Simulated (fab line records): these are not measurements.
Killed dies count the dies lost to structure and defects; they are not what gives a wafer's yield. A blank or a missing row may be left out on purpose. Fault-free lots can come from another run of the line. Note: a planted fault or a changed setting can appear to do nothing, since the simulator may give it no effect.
Chamber matching ; flow nand_harc ; NHARC_A_CONTACT_ETCH_49 on rie_diel-03: 4 sister chambers
The step etches the open film in N2/H2, target depth 260 nm, time 475.3 s. 14 wafers are shown with their chamber, then 7 later ones without.

## WAFERS, EACH WITH ITS CHAMBER
wafer;chamber;showerhead_plenum_p_Torr (Torr);drypump_motor_current_A (A);rf_vpp_V (V)
L748.1;0;2.22;5.5;436.6
L748.3;1;1.95;5.8;427.5
L748.6;2;2.07;6.3;432.0
L753.3;0;2.21;5.5;434.4
L753.5;0;2.21;5.5;433.6
L753.6;3;2.15;5.0;433.9
L756.2;2;2.07;6.3;431.4
L756.3;1;1.94;5.8;427.4
L756.5;1;1.94;5.8;427.0
L758.2;2;2.07;6.3;429.4
L758.5;0;2.21;5.5;435.0
L758.6;1;1.94;5.7;430.5
L766.1;3;2.14;4.9;433.0
L766.3;2;2.06;6.3;431.3

SIGNATURES, as means of the wafers listed above
reading;chamber 0;chamber 1;chamber 2;chamber 3;scatter within a chamber
showerhead_plenum_p_Torr;2.2125;1.9425;2.0675;2.1450;0.00524
drypump_motor_current_A;5.500;5.775;6.300;4.950;0.0354
rf_vpp_V;434.900;428.100;431.025;433.450;1.3
Rule: for a wafer and a chamber, the distance is found by dividing, reading by reading, the gap between the wafer's reading and the chamber's mean by the reading's scatter, squaring, summing and taking the root. The wafer belongs to the nearest chamber; if the next one is less than 2 further off, it can't be placed. The scatter: take each reading less its chamber's mean, square it, sum over the shown wafers, divide by the number of wafers less the number of chambers, and take the root.

## WAFERS WITHOUT THEIR CHAMBER
wafer;showerhead_plenum_p_Torr (Torr);drypump_motor_current_A (A);rf_vpp_V (V)
L766.4;2.21;5.5;435.0
L768.2;2.14;4.9;433.4
L768.3;2.21;5.4;434.1
L768.4;2.06;6.3;431.5
L770.1;1.94;5.8;427.0
L770.4;1.94;5.8;427.3
L770.6;2.14;5.0;433.5

## WHICH CHAMBER EACH WENT THROUGH
wafer;from the rows above;in truth
L766.4;0;0
L768.2;3;3
L768.3;0;0
L768.4;2;2
L770.1;1;1
L770.4;1;1
L770.6;3;3
Placed correctly: 7 of 7. Can't be placed from these rows: 0. Placed wrongly: 0.
